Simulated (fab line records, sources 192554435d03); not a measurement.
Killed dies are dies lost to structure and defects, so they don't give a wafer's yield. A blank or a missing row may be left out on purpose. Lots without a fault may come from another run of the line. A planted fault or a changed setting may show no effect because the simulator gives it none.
fab line records | flow n5_finfet
record lots=10 wafers=30 last_day=18
route steps=1938 shown MIM_TOP_LITHO@1848 MIM_BOT_ETCH@1866 PASS1_CAP@1874 PASSIVATION@1936
lots that met no fault: from a run of the same line without faults
start_h: hours from the record's first day to the start of the lot's first wafer shown | wait_h: hours since the lot's step before | " the same as in the row above | L1.1+2: a row that stands for several wafers | - no value, or no start given | * or withheld: withheld | < > ~ a bound
route shown NAME@n: a module of which the file shows steps, and the number in the route of the first | usual: mean/standard deviation of fault-free wafers | same: alike in all rows | chamber/n: place in a boat | sites: the reading at each site | _std_site: their standard deviation | _edge_site: outer sites' mean less inner sites' | radius_mm: how far each site lies from the wafer's centre | mask NAME#n: copy n | behind: the tool/chamber that last shaped the wafer | hold: why the lot was held/for how many hours/how that ended | device: the transistor (n, p or np) that didn't switch | end of line: the same wafers' tests at the end of the route | a step without rows: its recipe alone | killed: dies lost to structure and defects at the first sort, not the wafer's yield | map: a wafer's dies, x killed, . not, _ none there
set.NAME: the setting as run; set.NAME@STEP: as run at that earlier step | model.NAME: the simulator's own value behind a step, which no gauge read
steps of the route over a sample of lots; a table a step, a row a wafer
services: from which hour (start_h, from the record's first day; less than 0 if before it) a tool's chamber was out of use, for how many hours, and why
## steps
# step N5_MIM_TOP_LITHO_OVL_MEAS_11
# recipe points_per_wafer=44
# usual MIM_TOP_OVL=-1/5.6
# columns lot.wafer tool chamber start_h wait_h MIM_TOP_OVL[nm]
L540.3 overlay-02 0 271.53 0.0 9
L540.4 " 0 " " 1
L540.6 " 0 " " 5
L539.3 overlay-01 0 271.77 0.0 -2
L539.4 " 0 " " -12
L539.5 " 0 " " 1
L543.1 overlay-01 0 299.76 0.0 1
L543.2 " 0 " " -6
L543.4 " 0 " " -8
L544.1 overlay-02 0 325.68 0.0 -1
L544.3 " 0 " " 1
L544.6 " 0 " " -5
L550.1 overlay-02 0 359.84 0.0 -6
L550.3 " 0 " " -5
L550.5 " 0 " " -5
L555.1 overlay-02 0 381.41 0.0 2
L555.2 " 0 " " 5
L555.3 " 0 " " -3
L552.2 overlay-01 0 381.57 0.0 -2
L552.5 " 0 " " 10
L552.6 " 0 " " 0
L558.1 overlay-01 0 394.42 0.0 -2
L558.4 " 0 " " 2
L558.6 " 0 " " 4
L557.2 overlay-02 0 413.43 0.0 3
L557.5 " 0 " " -5
L557.6 " 0 " " -3
L559.1 overlay-02 0 417.60 0.1 -5
L559.3 " 0 " " -11
L559.4 " 0 " " 1
# step N5_MIM_TOP_LITHO_DESCUM_10
# recipe chemistry=O2 time_s=7.9 source_power_w=50 bias_power_w=20 pressure_mtorr=20 rf_frequency_hz=2.712e+07 temp_c=40 o2_flow_sccm=225
# usual drypump_motor_current_A=5.9/0.53 oes_product_au=0.78/0.094 rf_vpp_V=243.1/1.2 showerhead_plenum_p_Torr=2.09/0.062 throttle_valve_pct=20.43/0.22
# columns lot.wafer tool chamber start_h wait_h drypump_motor_current_A oes_product_au rf_hours_counter_h rf_vpp_V showerhead_plenum_p_Torr throttle_valve_pct
L540.3 rie_diel-02 0 271.58 0.0 5.7 0.76 181 243.2 2.08 20.55
L540.4 " 1 " " 6.7 0.79 113 244.7 2.19 20.09
L540.6 " 0 " " 5.7 0.75 - 242.9 2.08 20.56
L539.3 rie_diel-02 2 271.83 0.0 6.1 0.74 144 243.9 2.09 20.43
L539.4 " 3 " " 5.7 0.69 236 243.3 2.08 20.81
L539.5 " 1 " " 6.7 0.79 - 245.1 2.19 20.12
L543.1 rie_diel-02 3 299.82 0.0 5.7 0.68 245 242.8 2.08 20.82
L543.2 " 2 " " 6.1 0.74 153 243.5 2.09 20.42
L543.4 " 1 " " 6.7 0.77 - 243.9 2.18 20.11
L544.1 rie_diel-06 0 325.74 0.0 5.8 0.93 8 245.6 2.21 20.36
L544.3 " 1 " " 5.5 0.66 239 241.6 1.98 20.99
L544.6 " 1 " " 5.5 0.66 - 241.2 1.98 20.98
L550.1 rie_diel-05 1 359.95 0.1 6.7 0.72 176 242.9 2.09 20.18
L550.3 " 2 " " 6.2 1.01 0 242.0 2.06 20.45
L550.5 " 3 " " 5.4 0.78 - 241.2 2.02 20.39
L555.1 rie_diel-05 2 381.47 0.0 6.3 0.95 8 244.2 2.06 20.47
L555.2 " 1 " " 6.7 0.71 183 242.9 2.09 20.18
L555.3 " 0 " " 6.4 0.75 165 242.8 2.07 20.40
L552.2 rie_diel-05 2 381.69 0.1 6.2 0.96 8 243.1 2.06 20.46
L552.5 " 0 " " 6.4 0.76 - 243.1 2.07 20.40
L552.6 " 1 " " 6.6 0.71 - 242.9 2.09 20.20
L558.1 rie_diel-06 2 394.47 0.0 4.9 0.90 25 243.2 2.13 20.41
L558.4 " 1 " " 5.5 0.97 - 245.3 2.24 20.59
L558.6 " 0 " " 5.8 0.88 - 244.5 2.20 20.41
L557.2 rie_diel-06 1 413.48 0.0 5.5 0.93 16 245.1 2.23 20.60
L557.5 " 2 " " 4.9 0.89 - 243.1 2.12 20.44
L557.6 " 3 " " 5.0 0.95 - 246.2 2.25 19.88
L559.1 rie_diel-05 1 417.81 0.2 6.6 0.71 194 242.5 2.08 20.20
L559.3 " 0 " " 6.4 0.75 178 242.1 2.07 20.40
L559.4 " 3 " " 5.4 0.78 129 241.7 2.01 20.42
# step N5_MIM_BOT_ETCH_ETCH_04
# recipe chemistry=CF4/O2 target=SiNx target_depth_a=260 time_s=13 ion_energy_ev=100 pressure_mtorr=40 source_w=535 bias_w=49 Ar_flow_sccm=100 cf4_flow_sccm=100 O2_flow_sccm=10
# usual O2_flow_sccm=10.00/0.033 drypump_motor_current_A=5.9/0.56 oes_f_703_au=0.77/0.088 oes_product_au=0.78/0.094 rf_fwd_power_W=531.6/1.9 rf_vpp_V=243/4.7 showerhead_plenum_p_Torr=2.21/0.071 throttle_valve_pct=16.02/0.21
# columns lot.wafer tool chamber start_h wait_h O2_flow_sccm drypump_motor_current_A oes_f_703_au oes_product_au rf_fwd_power_W rf_hours_counter_h rf_vpp_V showerhead_plenum_p_Torr throttle_valve_pct
L540.3 rie_diel-05 2 272.51 0.0 10.01 6.2 0.69 0.69 529.5 224 239 2.19 16.39
L540.4 " 3 " " 10.03 5.4 0.79 0.82 532.1 76 244 2.14 15.84
L540.6 " 2 " " 9.99 6.3 0.68 0.69 529.7 - 239 2.19 16.40
L539.3 rie_diel-06 0 272.77 0.0 10.00 5.7 0.68 0.68 532.8 245 235 2.07 16.32
L539.4 " 2 " " 10.02 4.9 0.64 0.65 531.7 241 245 2.26 16.50
L539.5 " 2 " " 10.01 4.9 0.64 0.65 532.5 - 245 2.26 16.48
L543.1 rie_diel-05 1 300.86 0.0 10.00 6.6 0.73 0.72 531.6 154 246 2.21 15.69
L543.2 " 0 " " 10.02 6.4 0.79 0.79 531.8 136 246 2.22 16.07
L543.4 " 2 " " 10.03 6.3 0.68 0.68 526.5 235 239 2.19 16.44
L544.1 rie_diel-05 2 326.72 0.0 9.99 6.2 0.68 0.68 527.8 244 241 2.19 16.43
L544.3 " 3 " " 9.98 5.5 0.77 0.80 529.9 95 244 2.14 15.85
L544.6 " 3 " " 10.02 5.5 0.77 0.79 529.4 - 244 2.14 15.87
L550.1 rie_diel-06 3 360.88 0.0 9.99 5.0 0.48 0.59 404.1 238 280 2.10 15.75
L550.3 " 2 " " 10.01 4.9 0.89 0.92 535.3 9 246 2.25 16.01
L550.5 " 0 " " 9.99 5.8 0.90 0.90 534.6 - 239 2.32 15.91
L555.1 rie_diel-02 3 382.41 0.0 9.97 5.7 0.94 0.94 534.8 19 239 2.17 15.82
L555.2 " 1 " " 10.01 6.7 0.75 0.75 531.4 152 237 2.30 15.87
L555.3 " 2 " " 10.01 6.1 0.70 0.71 530.4 185 244 2.19 16.11
L552.2 rie_diel-06 2 382.62 0.0 10.02 4.9 0.86 0.88 530.0 19 245 2.25 16.01
L552.5 " 3 " " 9.95 5.0 0.48 0.58 406.4 - 278 2.09 15.80
L552.6 " 2 " " 10.05 4.9 0.86 0.90 531.9 - 246 2.25 16.03
L558.1 rie_diel-06 0 395.52 0.0 10.01 5.7 0.85 0.87 531.9 36 238 2.32 15.92
L558.4 " 1 " " 9.98 5.5 0.92 0.95 529.3 - 252 2.34 16.01
L558.6 " 2 " " 9.94 4.9 0.84 0.88 531.8 - 245 2.25 16.03
L557.2 rie_diel-02 2 414.51 0.0 9.98 6.1 0.69 0.70 531.0 196 243 2.19 16.12
L557.5 " 0 " " 10.05 5.7 0.72 0.72 530.4 - 250 2.18 16.19
L557.6 " 1 " " 10.06 6.7 0.73 0.74 530.5 - 237 2.30 15.91
L559.1 rie_diel-05 3 418.63 0.0 10.01 5.4 0.75 0.76 532.5 129 243 2.12 15.94
L559.3 " 0 " " 10.04 6.4 0.76 0.77 532.4 178 246 2.20 16.16
L559.4 " 1 " " 10.03 6.7 0.70 0.70 531.8 195 245 2.19 15.80
# step N5_PASSIVATION_PECVD_01
# recipe material=SiNx target_thk_a=2000 temp_c=400 precursor=SiH4/NH3/N2 pressure_torr=4.9 rf_w=1406 time_s=43.2
# usual heater_power_w=408/96 showerhead_plenum_p_Torr=8.68/0.085 throttle_valve_pct=28.7/1.1
# columns lot.wafer tool chamber start_h wait_h heater_power_w showerhead_plenum_p_Torr throttle_valve_pct
L540.3 pecvd-03 1 273.37 0.0 496 8.73 30.6
L540.4 " 0 " " 515 8.80 28.8
L540.6 " 1 " " 513 8.71 30.5
L539.3 pecvd-01 2 273.63 0.0 468 8.72 26.3
L539.4 " 1 " " 308 8.59 28.3
L539.5 " 0 " " 451 8.81 29.1
L543.1 pecvd-01 2 301.71 0.0 491 8.75 26.5
L543.2 " 0 " " 457 8.78 29.3
L543.4 " 2 " " 517 8.74 26.6
L544.1 pecvd-02 0 327.58 0.0 293 8.65 27.4
L544.3 " 2 " " 378 8.61 29.1
L544.6 " 0 " " 295 8.64 27.5
L550.1 pecvd-03 0 361.93 0.0 499 8.79 29.0
L550.3 " 1 " " 418 8.71 30.6
L550.5 " 2 " " 432 8.55 28.5
L552.2 pecvd-02 2 383.64 0.0 474 8.61 29.3
L552.5 " 0 " " 290 8.66 27.1
L552.6 " 1 " " 542 8.75 29.6
L555.1 pecvd-01 2 383.70 0.0 445 8.71 26.8
L555.2 " 1 " " 250 8.59 28.1
L555.3 " 0 " " 462 8.77 29.4
L558.1 pecvd-01 2 396.38 0.0 475 8.76 26.8
L558.4 " 0 " " 472 8.79 29.8
L558.6 " 1 " " 278 8.60 28.3
L557.2 pecvd-02 2 415.38 0.0 454 8.60 29.4
L557.5 " 0 " " 298 8.63 27.5
L557.6 " 2 " " 463 8.62 28.8
L559.1 pecvd-03 2 419.49 0.0 324 8.59 28.4
L559.3 " 0 " " 449 8.80 28.8
L559.4 " 1 " " 397 8.72 30.8
# step N5_PASSIVATION_PROBE_49
# usual defect_limited_yield=91.4/1.5 killed_at_M0_to_M3=33/11 killed_at_M4_up=14/5.3 killed_at_contacts=13/6.2 killed_at_front_end=39/13 killed_at_other=3.1/2.8 killed_dies=102/17 killed_open=68/13 killed_short=32/7.8 sort_bin_5_function=5.1/0.95 sort_bin_6_memory=3.2/0.7 sort_bin_8_speed=0.02/0.16 sort_n_pass=1078/18 sort_yield_pct=91.3/1.5
# same gross_dies=1180 killed_at_back_side=0 sort_bin_4_leakage[%]=0
# columns lot.wafer tool chamber start_h wait_h defect_limited_yield[%] killed_at_M0_to_M3 killed_at_M4_up killed_at_contacts killed_at_front_end killed_at_other killed_dies killed_open killed_short sort_bin_5_function[%] sort_bin_6_memory[%] sort_bin_8_speed[%] sort_n_pass sort_yield_pct[%]
L540.3 prober-02 - 281.33 0.1 91.7 30 13 13 40 2 98 66 32 4.9 3.2 0 1082 91.7
L540.4 prober-02 - 281.38 0.2 92.4 27 18 15 28 2 90 62 27 5.4 2.0 0.08 1090 92.4
L540.6 prober-02 - 281.48 0.3 90.7 44 15 28 23 0 110 89 20 5.3 4.0 0 1070 90.7
L544.1 prober-01 - 336.63 0.3 91.4 30 23 5 41 2 101 67 34 5.0 3.4 0 1079 91.4
L544.3 prober-01 - 336.73 0.4 90.6 31 16 8 55 1 111 68 38 5.8 3.1 0 1069 90.6
L544.6 prober-01 - 336.88 0.5 90.8 35 19 12 41 2 109 77 32 4.9 4.2 0 1071 90.8
L550.1 prober-01 - 371.70 0.0 93.3 19 19 6 28 7 79 51 24 4.2 2.5 0 1101 93.3
L550.3 prober-01 - 371.80 0.1 90.8 35 22 5 45 1 108 70 36 5.5 3.4 0 1072 90.8
L550.5 prober-01 - 371.90 0.2 91.2 38 16 4 38 8 104 62 42 5.3 2.9 0 1076 91.2
L552.5 prober-02 - 393.31 0.2 89.5 39 12 7 61 5 124 79 40 6.0 4.2 0 1056 89.5
L559.1 prober-01 - 427.37 0.0 92.3 19 20 11 34 7 91 64 26 4.7 2.8 0 1089 92.3
L559.3 prober-01 - 427.47 0.1 94.6 21 12 7 20 4 64 40 24 3.6 1.4 0 1116 94.6
L559.4 prober-01 - 427.52 0.2 92.5 19 17 10 39 3 88 56 32 3.6 3.1 0 1092 92.5
# killed by level:class
L540.3 FIN_SAQP:geometric_particle:short=11 BEOL_M4:geometric_particle:open=10 FIN_SAQP:geometric_particle:open=9 GATE_CUT:geometric_particle:open=9 MOL_CONTACT_COAG:geometric_particle:open=8 BEOL_M2:geometric_particle:open=8 BEOL_M1:geometric_particle:open=6 MOL_CONTACT_COAG:geometric_particle:short=5
L540.4 BEOL_M4:geometric_particle:open=12 MOL_CONTACT_COAG:geometric_particle:open=12 BEOL_M2:geometric_particle:open=9 FIN_SAQP:geometric_particle:short=6 FIN_SAQP:geometric_particle:open=5 STI_FIN_REVEAL:geometric_particle:open=5 BEOL_M3:geometric_particle:open=4 BEOL_M0_SAQP:geometric_particle:open=4
L540.6 MOL_CONTACT_COAG:geometric_particle:open=25 BEOL_M2:geometric_particle:open=14 BEOL_M4:geometric_particle:open=9 BEOL_M3:geometric_particle:open=8 FIN_SAQP:geometric_particle:open=6 STI_FIN_REVEAL:geometric_particle:open=5 BEOL_M0_SAQP:geometric_particle:open=5 BEOL_M0_SAQP:geometric_particle:short=5
L544.1 FIN_SAQP:geometric_particle:open=16 BEOL_M3:geometric_particle:open=11 BEOL_M4:geometric_particle:open=10 FIN_SAQP:geometric_particle:short=9 BEOL_M0_SAQP:geometric_particle:short=8 MOL_CONTACT_COAG:geometric_particle:open=5 BEOL_M8:geometric_particle:open=5 BEOL_M0_SAQP:geometric_particle:open=3
L544.3 FIN_SAQP:geometric_particle:open=17 STI_FIN_REVEAL:geometric_particle:open=8 BEOL_M0_SAQP:geometric_particle:short=8 FIN_SAQP:geometric_particle:short=7 BEOL_M0_SAQP:geometric_particle:open=7 DUMMY_GATE:geometric_particle:open=6 MOL_CONTACT_COAG:geometric_particle:open=5 BEOL_M1:geometric_particle:short=5
L544.6 BEOL_M4:geometric_particle:open=13 FIN_SAQP:geometric_particle:open=10 DUMMY_GATE:geometric_particle:open=8 MOL_CONTACT_COAG:geometric_particle:open=8 BEOL_M2:geometric_particle:open=8 FIN_SAQP:geometric_particle:short=7 BEOL_M0_SAQP:geometric_particle:open=7 BEOL_M3:geometric_particle:open=7
L550.1 BEOL_M4:geometric_particle:open=14 FIN_SAQP:geometric_particle:open=9 FIN_SAQP:geometric_particle:short=5 BEOL_M1:geometric_particle:short=5 MOL_CONTACT_COAG:geometric_particle:open=4 BEOL_M1:geometric_particle:open=4 BEOL_M0:geometric_particle:open=3 BEOL_M3:geometric_particle:open=3
L550.3 FIN_SAQP:geometric_particle:open=14 BEOL_M4:geometric_particle:open=13 FIN_SAQP:geometric_particle:short=11 BEOL_M2:geometric_particle:open=9 BEOL_M0_SAQP:geometric_particle:short=5 BEOL_M1:geometric_particle:open=5 BEOL_M3:geometric_particle:open=5 BEOL_M0_SAQP:geometric_particle:open=4
L550.5 BEOL_M4:geometric_particle:open=12 BEOL_M1:geometric_particle:open=11 BEOL_M0_SAQP:geometric_particle:open=8 FIN_SAQP:geometric_particle:open=6 GATE_CUT:geometric_particle:short=6 BEOL_M0_SAQP:geometric_particle:short=6 FIN_SAQP:geometric_particle:short=5 DUMMY_GATE:geometric_particle:open=5
L552.5 FIN_SAQP:geometric_particle:open=18 FIN_SAQP:geometric_particle:short=13 STI_FIN_REVEAL:geometric_particle:open=11 BEOL_M0:geometric_particle:open=9 MOL_CONTACT_COAG:geometric_particle:open=6 BEOL_M0_SAQP:geometric_particle:short=6 BEOL_M0_SAQP:geometric_particle:open=6 STI_FIN_REVEAL:geometric_particle:short=4
L559.1 MOL_CONTACT_COAG:geometric_particle:open=10 BEOL_M4:geometric_particle:open=10 GATE_CUT:geometric_particle:short=8 FIN_SAQP:geometric_particle:open=7 BEOL_M0_SAQP:geometric_particle:open=6 FIN_SAQP:geometric_particle:short=4 GATE_CUT:geometric_particle:open=4 BEOL_M0_SAQP:geometric_particle:short=4
L559.3 BEOL_M2:geometric_particle:open=7 MOL_CONTACT_COAG:geometric_particle:open=6 GATE_CUT:geometric_particle:open=5 BEOL_M4:geometric_particle:open=5 GATE_CUT:geometric_particle:short=4 FIN_SAQP:geometric_particle:short=3 FIN_SAQP:geometric_particle:open=3 STI_FIN_REVEAL:geometric_particle:short=3
L559.4 BEOL_M4:geometric_particle:open=9 FIN_SAQP:geometric_particle:short=8 FIN_SAQP:geometric_particle:open=7 MOL_CONTACT_COAG:geometric_particle:open=6 BEOL_M2:geometric_particle:open=6 STI_FIN_REVEAL:geometric_particle:open=5 GATE_CUT:geometric_particle:open=5 BEOL_M0_SAQP:geometric_particle:short=5
## services
# columns tool chamber start_h hours kind
pecvd-03 - 250.63 0.8 pm
rie_diel-05 - 260.09 1.4 repair
pecvd-02 - 282.92 1.1 repair
rie_diel-06 0 287.51 - clean
rie_diel-06 0 287.51 - consumable_replace:focus_ring
rie_diel-06 0 287.51 - consumable_replace:showerhead
rie_diel-06 0 287.51 16.2 scheduled_down
rie_diel-06 0 287.51 16.2 vent_cycle
rie_diel-02 0 294.09 10.7 repair
rie_diel-06 2 303.85 - clean
rie_diel-06 2 303.85 - consumable_replace:focus_ring
rie_diel-06 2 303.85 30.6 scheduled_down
rie_diel-06 2 303.85 30.6 vent_cycle
rie_diel-06 1 306.01 2.9 repair
rie_diel-05 2 344.72 - clean
rie_diel-05 2 344.72 - consumable_replace:focus_ring
rie_diel-05 2 344.72 15.0 scheduled_down
rie_diel-05 2 344.72 15.0 vent_cycle
pecvd-03 - 346.25 0.7 repair
rie_diel-06 1 359.91 - clean
pecvd-02 - 368.91 5.5 pm
rie_diel-05 2 387.56 4.7 repair
rie_diel-02 0 399.87 14.4 repair
pecvd-01 - 417.93 0.3 repair
## key
first_sign step=N5_MIM_BOT_ETCH_ETCH_04 reading=rf_fwd_power_W direction=down sigmas=67 usual=* struck=*
effect step=N5_MIM_BOT_ETCH_ETCH_04 reading=rf_vpp_V direction=up sigmas=7.8 usual=243 struck=279
met_at N5_MIM_BOT_ETCH_ETCH_04
struck_lots L550,L552
struck_wafers L550.1,L552.5
not_acting_at N5_MIM_TOP_LITHO_OVL_MEAS_11,N5_MIM_TOP_LITHO_DESCUM_10,N5_PASSIVATION_PECVD_01
fault kind=process_parameter_drift tool=rie_diel-06 chamber=3 onset_h=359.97 steps=N5_MIM_BOT_ETCH_ETCH_04 channel=source_w offset=-128.4 shape=step end_h=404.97 acts_in=these_recipes_only stated=535
